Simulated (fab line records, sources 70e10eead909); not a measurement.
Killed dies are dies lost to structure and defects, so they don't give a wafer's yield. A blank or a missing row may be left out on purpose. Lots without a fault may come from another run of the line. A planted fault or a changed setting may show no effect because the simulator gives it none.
Chamber matching | flow nand_harc | NHARC_A_ONON_D1_DEP_33 on pecvd-03: 3 sister chambers
The step deposits SiO2, target thk 200 nm. 6 wafers are shown with their chamber, then 7 later ones without.

WAFERS WITH THEIR CHAMBER
wafer  | chamber | throttle_valve_pct (%) | heater_power_w (W)
L600.6 | 1       | 16.2                   | 526
L601.1 | 0       | 15.7                   | 394
L603.4 | 1       | 16.1                   | 563
L603.6 | 0       | 15.9                   | 388
L605.1 | 2       | 15.2                   | 529
L605.3 | 2       | 15.1                   | 537

WAFERS WITHOUT THEIR CHAMBER
wafer  | throttle_valve_pct (%) | heater_power_w (W)
L605.6 | 15.3                   | 562
L611.1 | 15.4                   | 364
L611.3 | 15.7                   | 482
L611.4 | 14.6                   | 686
L612.1 | 14.6                   | 766
L612.4 | 14.8                   | 786
L612.5 | 15.8                   | 507

WHICH CHAMBER EACH WENT THROUGH
wafer  | from the rows above          | in truth
L605.6 | 2                            | 2
L611.1 | 0                            | 0
L611.3 | can't be placed: 0 or 1 or 2 | 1
L611.4 | 2                            | 2
L612.1 | 2                            | 2
L612.4 | 2                            | 2
L612.5 | 1                            | 1
Placed correctly: 6 of 7. Can't be placed from these rows: 1 (the true chamber is among the candidates in 1). Placed wrongly: 0.
How it was worked out, from the rows above alone: a wafer's distance from a chamber is the root of the sum, over the readings, of the square of ((its reading less the chamber's mean) divided by the reading's scatter). The wafer belongs to the nearest chamber; if the next one is less than 2 further off, it can't be placed. A chamber's mean is the mean of its shown wafers. The scatter: the root of (the sum of the squares of (reading less its chamber's mean) over the shown wafers, divided by (wafers less chambers)).
